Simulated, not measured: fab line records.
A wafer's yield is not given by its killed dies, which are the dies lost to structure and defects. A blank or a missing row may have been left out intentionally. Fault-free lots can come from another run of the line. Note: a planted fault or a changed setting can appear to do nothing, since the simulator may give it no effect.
A struck lot beside a sound one / flow nand harc / 14 out of 1302 route steps
Sound: these wafers, L572.2, L572.5, L572.6. Struck: wafer L585.3. (L585.1, L585.2 of the same lot were not struck and are left out.) The cause comes at the end.
Per side, at each step with rows, come the tool, then ch with its chambers, and then its first start. Under that, the readings that differ: sound wafers / struck wafers / difference of the means / sigmas: that difference in standard deviations of wafers without a fault.
alike: readings whose means differ by less than 2 such deviations, and words and numbers that are the same on both sides. not compared: withheld readings, readings that some wafer has no value for, bounds like >300 that may hide the same value, and numbers for which the record gives no deviation and whose values overlap.
The two part at a step that has a row with sigmas, a row that says differs or no value, or rows on one side only. Non-overlapping numbers with no deviation appear without sigmas and do not part them. A reading missing from all wafers of one side parts the sides only when that side holds two or more wafers.

NHARC_A_SLIT_ETCH_26: etches the open film in C4F8/O2/Ar, time 90 s, target depth 400 nm.
  sound on har etch-01 ch 0,1, day 20 19:25; struck on har etch-02 ch 0, day 26 02:37
reading=drypump motor current A (A); sound=5.54 5.52 5.39; struck=6.20; difference=+0.72; sigmas=+2
  alike: oes air line au, showerhead plenum p Torr, throttle valve pct
  not compared: rf hours counter h
then, 1 step without rows for these wafers: NHARC_A_SLIT_STRIP_28 (strips in O2/COS).
NHARC_A_SLIT_ETCH_29: etches the open film in CF4/O2, target depth 100 nm, overetch 10 nm, time 55 s.
  sound on rie diel-06 ch 0,1,2, day 20 20:17; struck on rie diel-05 ch 1, day 26 03:31
  alike: drypump motor current A, oes_ar_750_au, oes product au, rf vpp V, showerhead plenum p Torr, throttle valve pct
  not compared: rf hours counter h
NHARC_A_SLIT_STRIP_18: strips in O2.
  sound: rie diel-06 ch 1,2; struck: rie diel-05 ch 2
  alike: drypump motor current A, oes product au, rf vpp V, showerhead plenum p Torr, throttle valve pct
  not compared: rf hours counter h
then, 2 steps without rows for these wafers: NHARC_A_SLIT_PRECLEAN_19 (cleans in SC1); NHARC_A_SLIT_SRD_20.
NHARC_A_SLIT_CD_MEAS_21:
  struck on cd sem-01, day 26 04:03; sound on cd sem-02, day 20 20:50
  alike: cd nm
then, 3 steps without rows for these wafers: NHARC_A_SIN_REMOVE_WET_00 (chemistry H3PO4, time 15300 s); NHARC_A_SIN_REMOVE_PRECLEAN_01 (cleans in SC1); NHARC_A_SIN_REMOVE_SRD_02.
NHARC_A_SIN_REMOVE_INSPECT_04:
  struck on defect inspect-02, day 26 09:52; sound on defect inspect-02, day 21 03:31
  alike: raw defect count
NHARC_A_WL_FILL_ALD_00: deposits Al2O3, target thk 3 nm, pulse time 3 s, ald cycles 30.
  sound on ald hk-02 ch 0,1, day 21 03:38; struck on ald hk-04 ch 1, day 26 10:09
reading=ald cycles; sound=30 30 30; struck=55; difference=+25; sigmas=
  alike: heater power w, precursor pulse height rel
NHARC_A_WL_FILL_RTA_01: time 5 s.
  sound on rtp anneal-02 ch 0, day 21 04:02; struck on rtp anneal-02 ch 0, day 26 10:23
  alike: lamp power pct, lamp_zone_1_pct, wafer_temp_C_max
-- break in the record here, with 4 days between the starts of the struck wafers on either side (left off in module A_WL_FILL, picked up again in module END, where the first step shown is number 1302 on the route) --
NHARC_END_SORT_01:
  at this point the record logs the struck wafers (prober-01 ch 0, day 30 11:35) and has no rows for the sound ones

WHERE THEY PART
At NHARC_A_SLIT_ETCH_26 first; at NHARC_END_SORT_01 last (within this record only).

WHY: what had been put in by the simulator
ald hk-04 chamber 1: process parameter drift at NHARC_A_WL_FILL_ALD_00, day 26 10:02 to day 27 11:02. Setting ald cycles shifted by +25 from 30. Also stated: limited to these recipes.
